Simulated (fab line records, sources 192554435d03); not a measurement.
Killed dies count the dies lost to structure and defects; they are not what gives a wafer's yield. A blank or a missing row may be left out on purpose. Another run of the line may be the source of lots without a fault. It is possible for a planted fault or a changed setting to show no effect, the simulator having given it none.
Matching of chambers | flow n5 finfet | rie diel-03 running N5_BEOL_M3_ETCH_77: 4 sister chambers
The step etches underlayer in N2/H2, target depth 6.5 nm, time 5.2 s. 16 wafers are shown with their chamber, then 8 later ones without.

== WAFERS, EACH WITH ITS CHAMBER ==
wafer  | chamber | showerhead plenum p Torr (Torr) | throttle valve pct (%) | drypump motor current A (A)
L075.2 | 3       | 2.64                            | 17.98                  | 5.5
L075.3 | 2       | 2.42                            | 17.98                  | 5.7
L075.4 | 0       | 2.68                            | 18.01                  | 5.9
L078.1 | 3       | 2.64                            | 18.02                  | 5.5
L078.3 | 0       | 2.67                            | 18.00                  | 5.9
L078.5 | 0       | 2.68                            | 17.99                  | 5.9
L081.1 | 1       | 2.53                            | 18.34                  | 5.7
L081.3 | 0       | 2.67                            | 18.01                  | 6.0
L081.6 | 3       | 2.64                            | 18.02                  | 5.5
L083.1 | 2       | 2.42                            | 17.98                  | 5.7
L083.4 | 1       | 2.52                            | 18.34                  | 5.7
L083.6 | 1       | 2.52                            | 18.32                  | 5.7
L088.2 | 0       | 2.67                            | 18.02                  | 5.9
L088.4 | 2       | 2.41                            | 17.98                  | 5.7
L088.5 | 1       | 2.52                            | 18.33                  | 5.8
L089.2 | 1       | 2.52                            | 18.36                  | 5.8

SIGNATURES (means of the wafers above)
reading                  | chamber 0 | chamber 1 | chamber 2 | chamber 3 | scatter within a chamber
showerhead plenum p Torr | 2.6740    | 2.5220    | 2.4167    | 2.6400    | 0.00471
throttle valve pct       | 18.0060   | 18.3380   | 17.9800   | 18.0067   | 0.0143
drypump motor current A  | 5.920     | 5.740     | 5.700     | 5.500     | 0.0408
Rule: for each reading, subtract the chamber's mean from the wafer's reading, divide by that reading's scatter and square the result; add these up over the readings and take the root, which gives the wafer's distance from the chamber. If the next closest chamber is less than 2 further off than the closest, the wafer can't be placed; otherwise it belongs to the closest. The scatter is the square root of a quotient: the sum, over the shown wafers, of each reading's squared deviation from its chamber's mean, divided by wafers minus chambers.

== WAFERS WHOSE CHAMBER IS MISSING ==
wafer  | showerhead plenum p Torr (Torr) | throttle valve pct (%) | drypump motor current A (A)
L089.4 | 2.41                            | 17.99                  | 5.7
L089.5 | 2.41                            | 18.03                  | 5.7
L090.1 | 2.52                            | 18.34                  | 5.7
L090.4 | 2.63                            | 18.05                  | 5.5
L090.5 | 2.63                            | 18.04                  | 5.5
L092.1 | 2.41                            | 18.02                  | 5.7
L092.2 | 2.52                            | 18.35                  | 5.8
L092.5 | 2.41                            | 17.99                  | 5.7

== WHICH CHAMBER EACH ONE RAN IN ==
wafer  | from the rows above | in truth
L089.4 | 2                   | 2
L089.5 | 2                   | 2
L090.1 | 1                   | 1
L090.4 | 3                   | 3
L090.5 | 3                   | 3
L092.1 | 2                   | 2
L092.2 | 1                   | 1
L092.5 | 2                   | 2
Correct placement for 8 of the 8. Not placeable from these rows: 0. Number placed wrongly: 0.
